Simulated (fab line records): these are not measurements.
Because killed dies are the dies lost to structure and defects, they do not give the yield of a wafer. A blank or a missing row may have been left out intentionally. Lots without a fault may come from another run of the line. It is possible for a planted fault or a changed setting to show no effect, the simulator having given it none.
Matching of chambers / flow nand-harc / NHARC_P_M0_DESCUM_14 on rie-diel-12: 4 sister chambers
The step chemistry O2, time 3 s. 8 wafers are shown with their chamber, then 10 later ones without.

== EACH WAFER AND ITS CHAMBER ==
wafer=L987.4; chamber=1; showerhead-plenum-p-Torr (Torr)=1.85; oes-product-au (a.u.)=0.999
wafer=L988.3; chamber=1; showerhead-plenum-p-Torr (Torr)=1.85; oes-product-au (a.u.)=1.007
wafer=L992.6; chamber=2; showerhead-plenum-p-Torr (Torr)=1.93; oes-product-au (a.u.)=1.011
wafer=L999.1; chamber=0; showerhead-plenum-p-Torr (Torr)=1.78; oes-product-au (a.u.)=1.000
wafer=L999.4; chamber=3; showerhead-plenum-p-Torr (Torr)=1.90; oes-product-au (a.u.)=0.999
wafer=L999.6; chamber=0; showerhead-plenum-p-Torr (Torr)=1.78; oes-product-au (a.u.)=0.978
wafer=L100.1; chamber=2; showerhead-plenum-p-Torr (Torr)=1.92; oes-product-au (a.u.)=1.008
wafer=L100.3; chamber=3; showerhead-plenum-p-Torr (Torr)=1.90; oes-product-au (a.u.)=0.992

== WAFERS WITHOUT THEIR CHAMBER ==
wafer=L100.4; showerhead-plenum-p-Torr (Torr)=1.78; oes-product-au (a.u.)=1.008
wafer=L101.1; showerhead-plenum-p-Torr (Torr)=1.78; oes-product-au (a.u.)=0.989
wafer=L101.4; showerhead-plenum-p-Torr (Torr)=1.85; oes-product-au (a.u.)=0.991
wafer=L101.5; showerhead-plenum-p-Torr (Torr)=1.90; oes-product-au (a.u.)=0.995
wafer=L102.2; showerhead-plenum-p-Torr (Torr)=1.85; oes-product-au (a.u.)=1.000
wafer=L102.3; showerhead-plenum-p-Torr (Torr)=1.78; oes-product-au (a.u.)=1.008
wafer=L102.5; showerhead-plenum-p-Torr (Torr)=1.78; oes-product-au (a.u.)=1.003
wafer=L103.2; showerhead-plenum-p-Torr (Torr)=1.89; oes-product-au (a.u.)=0.997
wafer=L103.4; showerhead-plenum-p-Torr (Torr)=1.78; oes-product-au (a.u.)=1.005
wafer=L103.5; showerhead-plenum-p-Torr (Torr)=1.85; oes-product-au (a.u.)=0.996

== WHICH CHAMBER EACH WENT THROUGH ==
wafer=L100.4; from the rows above=0; in truth=0
wafer=L101.1; from the rows above=0; in truth=0
wafer=L101.4; from the rows above=1; in truth=1
wafer=L101.5; from the rows above=3; in truth=3
wafer=L102.2; from the rows above=1; in truth=1
wafer=L102.3; from the rows above=0; in truth=0
wafer=L102.5; from the rows above=0; in truth=0
wafer=L103.2; from the rows above=3; in truth=3
wafer=L103.4; from the rows above=0; in truth=0
wafer=L103.5; from the rows above=1; in truth=1
10 of 10 placed correctly. Can't be placed from these rows: 0. Wrongly placed: 0.
How it was worked out, from the rows above alone: a wafer's distance from a chamber is the root of the sum, over the readings, of the square of ((its reading less the chamber's mean) divided by the reading's scatter). The wafer belongs to the nearest chamber; if the next one is less than 2 further off, it can't be placed. A chamber's mean is the mean of its shown wafers. The scatter: take each reading less its chamber's mean, square it, sum over the shown wafers, divide by the number of wafers less the number of chambers, and take the root.
